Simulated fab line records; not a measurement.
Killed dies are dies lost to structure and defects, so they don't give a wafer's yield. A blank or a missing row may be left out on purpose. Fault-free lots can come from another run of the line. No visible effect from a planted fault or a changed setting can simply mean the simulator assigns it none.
fab line records	flow n5-finfet	part 2 of 2: steps 5 to 6 of 6
record lots=24	wafers=72	last-day=18
route steps=1938 shown DUMMY_GATE@231 SD_EPI_N@275 SD_EPI_P@312 DUMMY_REMOVAL@378
lots with no fault: from the same line, run without faults
start-h: the number of hours between the record's first day and the start of the first shown wafer of the lot	wait-h: time in hours since the lot's previous step	" identical to the entry in the row above	L1.1+2: one row covering several wafers at once	- no value, or no start given	* or withheld: withheld	< > ~ a bound
route shown NAME@n: NAME is a module with steps in the file, n the number in the route of the first one	usual: mean/standard deviation of fault-free wafers	same: alike in all rows	chamber/n: place in a boat	sites: per-site readings	_std_site: the standard deviation of these	_edge_site: inner sites' mean taken away from outer sites' mean	radius-mm: for every site, how far away it sits from the centre of the wafer	mask NAME#n: copy n	behind: the most recent tool/chamber to have shaped the wafer	hold: why the lot was held/for how many hours/how that ended	device: the transistor (n, p or np) that didn't switch	end of line: tests run on the same wafers once the route is complete	a step given without rows: its recipe and nothing more	killed: dies lost to structure and defects at the first sort, not the wafer's yield	map: shows each die of a wafer: x if killed, . if not, _ if none is there
set.NAME: setting as actually run; set.NAME@STEP: the setting as run at that earlier step	model.NAME: the simulator's own value behind a step, which no gauge read
route steps across a sampled set of lots; one table per step, one row per wafer
services: the hour from which a tool's chamber was out of use, counted from the record's first day as start-h (under 0 if before that day), plus the number of hours and why
## steps
# step N5_SD_EPI_P_ETCH_16
# recipe chemistry=CHF3/O2	target=SiO2	target-depth-a=50	mask-material=SOC	pressure-mtorr=30	source-w=650	bias-w=170	Ar_flow_sccm=200	CHF3_flow_sccm=50	O2_flow_sccm=5	ion-energy-ev=200
# usual drypump-motor-current-A=5.38/0.27	oes-product-au=0.74/0.065	rf-vpp-V=528/8.3	showerhead-plenum-p-Torr=2.45/0.061	throttle-valve-pct=18.97/0.2
lot.wafer	tool	chamber	start-h	wait-h	drypump-motor-current-A	oes-product-au	rf-hours-counter-h	rf-vpp-V	showerhead-plenum-p-Torr	throttle-valve-pct
L074.2	rie-diel-06	2	53.04	0.1	5.91	0.76	159	526	2.40	19.14
L074.3	"	3	"	"	5.30	0.76	123	540	2.42	18.99
L074.6	"	3	"	"	5.32	0.75	-	541	2.42	18.99
L075.2	rie-diel-05	1	60.53	0.1	5.45	0.68	245	525	2.37	18.79
L075.4	"	3	"	"	5.30	0.77	121	530	2.42	18.92
L075.5	"	0	"	"	5.00	0.69	-	518	2.48	19.26
L076.1	rie-diel-03	0	68.28	0.1	5.94	0.74	156	526	2.40	18.56
L076.4	"	3	"	"	5.12	0.71	208	544	2.48	19.14
L076.5	"	2	"	"	5.22	0.71	-	520	2.39	18.97
L077.3	rie-diel-03	1	74.03	0.1	5.28	0.87	23	523	2.57	18.84
L077.5	"	1	"	"	5.27	0.88	-	524	2.57	18.84
L077.6	"	2	"	"	5.26	0.71	-	520	2.39	18.96
L078.1	rie-diel-06	1	82.35	0.1	5.47	0.70	219	523	2.49	19.13
L078.2	"	0	"	"	5.06	0.77	118	535	2.52	18.78
L078.5	"	1	"	"	5.45	0.70	-	524	2.49	19.13
L079.2	rie-diel-06	3	90.52	0.1	5.32	0.75	134	539	2.42	19.01
L079.3	"	0	"	"	5.12	0.75	121	531	2.52	18.79
L079.6	"	3	"	"	5.31	0.74	-	540	2.42	19.00
L080.2	rie-diel-06	2	91.23	0.1	5.92	0.75	171	524	2.40	19.18
L080.3	"	3	"	"	5.31	0.75	134	540	2.42	19.01
L080.5	"	2	"	"	5.88	0.75	-	524	2.40	19.17
L081.1	rie-diel-06	2	96.81	0.1	5.92	0.75	172	525	2.40	19.17
L081.3	"	3	"	"	5.33	0.74	136	541	2.41	19.01
L081.6	"	3	"	"	5.33	0.74	-	540	2.41	19.01
L082.3	rie-diel-06	0	103.14	0.1	5.10	0.76	124	533	2.52	18.80
L082.5	"	1	"	"	5.40	0.70	-	522	2.49	19.13
L082.6	"	0	"	"	5.08	0.76	-	533	2.52	18.81
L083.1	rie-diel-06	1	108.60	0.1	5.45	0.70	227	525	2.49	19.12
L083.2	"	0	"	"	5.08	0.76	126	532	2.52	18.80
L083.6	"	0	"	"	5.09	0.76	-	533	2.52	18.79
L084.1	rie-diel-05	2	115.45	0.1	5.67	0.71	239	515	2.49	18.97
L084.4	"	1	"	"	5.46	0.98	4	524	2.36	18.40
L084.5	"	1	"	"	5.48	0.98	-	523	2.37	18.41
L085.1	rie-diel-06	3	120.43	0.1	5.33	0.73	144	538	2.41	19.02
L085.3	"	0	"	"	5.06	0.75	130	533	2.52	18.79
L085.6	"	1	"	"	5.43	0.68	-	523	2.49	19.14
L086.3	rie-diel-03	1	127.94	0.1	5.30	0.83	41	523	2.57	18.86
L086.4	"	0	"	"	5.93	0.71	175	526	2.39	18.61
L086.5	"	3	"	"	5.14	0.69	-	541	2.47	19.16
L087.2	rie-diel-06	3	136.71	0.1	5.37	0.73	150	540	2.41	19.01
L087.3	"	1	"	"	5.46	0.68	-	523	2.49	19.15
L087.5	"	3	"	"	5.33	0.73	-	540	2.41	19.03
L088.3	rie-diel-06	3	139.56	0.1	5.31	0.73	-	539	2.41	19.03
L088.5	"	1	"	"	5.48	0.68	-	524	2.48	19.15
L088.6	"	3	"	"	5.32	0.73	-	539	2.41	19.04
L089.1	rie-diel-06	3	144.94	0.1	5.32	0.73	154	539	2.41	19.03
L089.2	"	0	"	"	5.08	0.76	139	533	2.52	18.80
L089.3	"	1	"	"	5.41	0.68	241	523	2.48	19.14
L090.2	rie-diel-05	1	150.40	0.1	5.46	0.96	13	524	2.36	18.44
L090.3	"	0	"	"	5.00	0.68	240	518	2.47	19.28
L090.4	"	3	"	"	5.33	0.74	149	528	2.41	18.97
L091.1	rie-diel-03	3	156.21	0.1	5.13	0.70	237	544	2.47	19.17
L091.2	"	1	"	"	5.28	0.83	51	524	2.56	18.89
L091.4	"	2	"	"	5.26	0.69	223	520	2.38	19.00
L092.1	rie-diel-03	3	161.77	0.1	5.15	0.68	238	543	2.47	19.20
L092.2	"	2	"	"	5.25	0.69	224	519	2.38	19.01
L092.3	"	1	"	"	5.29	0.83	53	526	2.56	18.89
L093.1	rie-diel-03	1	167.87	0.1	5.28	0.82	54	525	2.56	18.91
L093.3	"	2	"	"	5.24	0.68	226	518	2.38	19.03
L093.5	"	1	"	"	5.27	0.84	-	523	2.56	18.89
L094.1	rie-diel-05	3	173.71	0.1	5.35	0.73	157	529	2.41	18.98
L094.4	"	2	"	"	5.67	0.99	1	515	2.48	18.63
L094.5	"	2	"	"	5.68	0.99	-	517	2.48	18.63
L095.2	rie-diel-03	3	183.39	0.1	5.14	0.68	241	544	2.47	19.19
L095.3	"	0	"	"	5.93	0.71	191	527	2.39	18.62
L095.6	"	1	"	"	5.29	0.82	-	524	2.56	18.89
L096.1	rie-diel-03	2	186.14	0.1	5.24	0.68	230	519	2.38	19.02
L096.3	"	1	"	"	5.28	0.82	59	523	2.56	18.91
L096.4	"	3	"	"	5.17	0.68	243	544	2.46	19.21
L097.3	rie-diel-06	3	194.74	0.1	5.30	0.71	173	540	2.40	19.06
L097.5	"	3	"	"	5.32	0.71	-	538	2.40	19.07
L097.6	"	0	"	"	5.10	0.74	-	534	2.51	18.84
# step N5_DUMMY_REMOVAL_STRIP_10
# recipe chemistry=N2/H2	time-s=40	power-w=100	temp-c=40	pressure-mtorr=100	rf-frequency-hz=6e+07	bias-power-w=3	n2-flow-sccm=300	h2-flow-sccm=300
# usual drypump-motor-current-A=5.43/0.3	oes-product-au=0.76/0.086	rf-vpp-V=45.3/0.84	showerhead-plenum-p-Torr=3.43/0.087	throttle-valve-pct=12.2/0.33
lot.wafer	tool	chamber	start-h	wait-h	drypump-motor-current-A	oes-product-au	rf-hours-counter-h	rf-vpp-V	showerhead-plenum-p-Torr	throttle-valve-pct
L074.2	rie-diel-03	3	68.37	0.0	5.16	0.72	208	45.1	3.50	12.5
L074.3	"	0	"	"	5.96	0.74	156	45.2	3.36	12.0
L074.6	"	1	"	"	5.29	0.87	-	44.8	3.57	11.8
L075.2	rie-diel-06	1	76.11	0.0	5.44	0.71	217	44.7	3.48	12.4
L075.4	"	2	"	"	5.91	0.76	166	45.2	3.40	12.7
L075.5	"	0	"	"	5.10	0.77	-	45.3	3.56	12.2
L076.1	rie-diel-03	1	83.28	0.0	5.28	0.86	26	46.4	3.56	11.8
L076.4	"	3	"	"	5.17	0.71	213	45.4	3.50	12.6
L076.5	"	1	"	"	5.29	0.87	-	44.7	3.56	11.9
L077.3	rie-diel-05	3	89.27	0.0	5.32	0.77	131	46.4	3.38	12.3
L077.5	"	2	"	"	5.70	0.69	-	45.9	3.47	12.5
L077.6	"	0	"	"	5.03	0.70	-	46.8	3.50	12.6
L078.1	rie-diel-05	3	99.82	0.0	5.33	0.76	136	45.5	3.37	12.3
L078.2	"	1	"	"	5.48	1.02	0	45.7	3.32	11.6
L078.5	"	3	"	"	5.32	0.77	-	45.0	3.37	12.3
L079.2	rie-diel-03	0	106.42	0.0	5.93	0.73	169	45.1	3.35	12.0
L079.3	"	1	"	"	5.27	0.85	35	47.3	3.56	11.8
L079.6	"	0	"	"	5.94	0.73	-	46.8	3.35	12.0
L080.2	rie-diel-03	3	107.51	0.0	5.16	0.71	221	45.5	3.49	12.6
L080.3	"	1	"	"	5.30	0.84	35	44.0	3.56	11.9
L080.5	"	0	"	"	5.93	0.72	-	44.4	3.35	12.0
L081.1	rie-diel-06	1	112.68	0.0	5.44	0.70	228	45.7	3.47	12.4
L081.3	"	0	"	"	5.09	0.76	128	45.4	3.55	12.2
L081.6	"	3	"	"	5.34	0.73	-	44.0	3.39	12.3
L082.3	rie-diel-03	0	118.25	0.0	5.94	0.72	172	45.0	3.35	12.0
L082.5	"	2	"	"	5.27	0.68	-	43.4	3.34	12.5
L082.6	"	1	"	"	5.29	0.84	-	44.2	3.56	11.9
L083.1	rie-diel-03	2	125.03	0.0	5.25	0.70	212	46.1	3.34	12.5
L083.2	"	0	"	"	5.94	0.73	174	44.7	3.35	12.0
L083.6	"	2	"	"	5.24	0.69	-	44.5	3.34	12.5
L084.1	rie-diel-03	0	130.53	0.0	5.95	0.72	176	46.0	3.35	12.0
L084.4	"	1	"	"	5.27	0.83	42	45.2	3.56	11.9
L084.5	"	1	"	"	5.29	0.83	-	45.8	3.56	11.9
L085.1	rie-diel-03	0	135.85	0.0	5.95	0.72	177	44.9	3.35	12.0
L085.3	"	1	"	"	5.30	0.84	44	46.2	3.55	11.9
L085.6	"	0	"	"	5.97	0.72	-	45.0	3.35	12.0
L086.3	rie-diel-05	0	142.81	0.0	5.04	0.69	238	44.7	3.49	12.7
L086.4	"	1	"	"	5.45	0.96	11	45.3	3.32	11.7
L086.5	"	0	"	"	5.05	0.69	-	46.3	3.49	12.7
L087.2	rie-diel-03	0	151.82	0.0	5.95	0.72	183	44.6	3.35	12.0
L087.3	"	3	"	"	5.16	0.69	236	45.9	3.49	12.6
L087.5	"	3	"	"	5.18	0.69	-	46.1	3.49	12.6
L088.3	rie-diel-03	2	155.31	0.0	5.26	0.68	222	45.4	3.34	12.6
L088.5	"	0	"	"	5.95	0.72	-	46.6	3.35	12.0
L088.6	"	3	"	"	5.16	0.70	-	44.7	3.49	12.6
L089.1	rie-diel-05	0	160.11	0.0	5.02	0.69	243	43.8	3.49	12.7
L089.2	"	3	"	"	5.34	0.75	151	43.8	3.37	12.3
L089.3	"	1	"	"	5.46	0.95	16	44.9	3.31	11.7
L090.2	rie-diel-06	2	165.88	0.0	5.94	0.74	185	44.0	3.39	12.8
L090.3	"	1	"	"	5.44	0.69	247	45.5	3.46	12.5
L090.4	"	3	"	"	5.33	0.71	161	45.3	3.38	12.4
L091.1	rie-diel-03	1	171.04	0.0	5.28	0.83	55	46.8	3.55	11.9
L091.2	"	0	"	"	5.95	0.72	188	45.2	3.34	12.0
L091.4	"	1	"	"	5.29	0.82	-	44.5	3.55	11.9
L092.1	rie-diel-05	0	176.44	0.0	5.01	0.68	249	45.8	3.49	12.7
L092.2	"	2	"	"	5.71	0.96	2	45.3	3.46	11.9
L092.3	"	3	"	"	5.33	0.74	157	45.0	3.36	12.4
L093.1	rie-diel-03	1	183.62	0.0	5.30	0.81	58	46.4	3.55	11.9
L093.3	"	0	"	"	5.95	0.72	191	46.8	3.34	12.1
L093.5	"	1	"	"	5.29	0.81	-	45.2	3.55	11.9
L094.1	rie-diel-05	1	189.23	0.0	5.44	0.92	26	44.5	3.31	11.7
L094.4	"	2	"	"	5.70	0.95	-	44.1	3.45	11.9
L094.5	"	3	"	"	5.32	0.73	-	45.8	3.36	12.4
L095.2	rie-diel-06	1	199.86	0.0	5.47	0.99	1	46.5	3.46	11.8
L095.3	"	2	"	"	5.90	0.73	199	45.8	3.38	12.8
L095.6	"	0	"	"	5.10	0.73	-	46.2	3.54	12.3
L096.1	rie-diel-03	1	202.70	0.0	5.28	0.82	64	45.8	3.54	11.9
L096.3	"	3	"	"	5.16	0.69	248	45.5	3.48	12.6
L096.4	"	0	"	"	5.94	0.71	198	45.0	3.34	12.1
L097.3	rie-diel-03	0	210.32	0.0	5.92	0.71	200	44.8	3.34	12.1
L097.5	"	2	"	"	5.25	0.68	-	45.5	3.33	12.6
L097.6	"	0	"	"	5.93	0.71	-	45.4	3.34	12.1
## services
tool	chamber	start-h	hours	kind
rie-diel-02	2	33.11	2.0	repair
rie-diel-04	-	44.12	0.5	repair
rie-diel-04	3	59.49	4.5	repair
rie-diel-02	3	62.52	4.2	repair
rie-diel-05	1	77.53	-	clean
rie-diel-05	1	77.53	-	consumable-replace:focus-ring
rie-diel-05	1	77.53	21.6	scheduled-down
rie-diel-05	1	77.53	21.6	vent-cycle
rie-diel-05	0	91.43	9.1	repair
rie-diel-06	2	118.80	26.8	repair
rie-diel-04	0	143.65	8.5	repair
rie-diel-05	2	156.15	-	clean
rie-diel-05	2	156.15	-	consumable-replace:focus-ring
rie-diel-06	0	169.70	4.3	repair
rie-diel-06	1	173.98	-	clean
rie-diel-06	1	173.98	-	consumable-replace:focus-ring
rie-diel-06	1	173.98	20.7	scheduled-down
rie-diel-06	1	173.98	20.7	vent-cycle
rie-diel-05	0	183.06	-	clean
rie-diel-05	0	183.06	-	consumable-replace:focus-ring
rie-diel-05	0	183.06	30.2	scheduled-down
rie-diel-05	0	183.06	30.2	vent-cycle
rie-diel-05	-	184.13	1.2	repair
rie-diel-03	3	207.89	9.7	repair
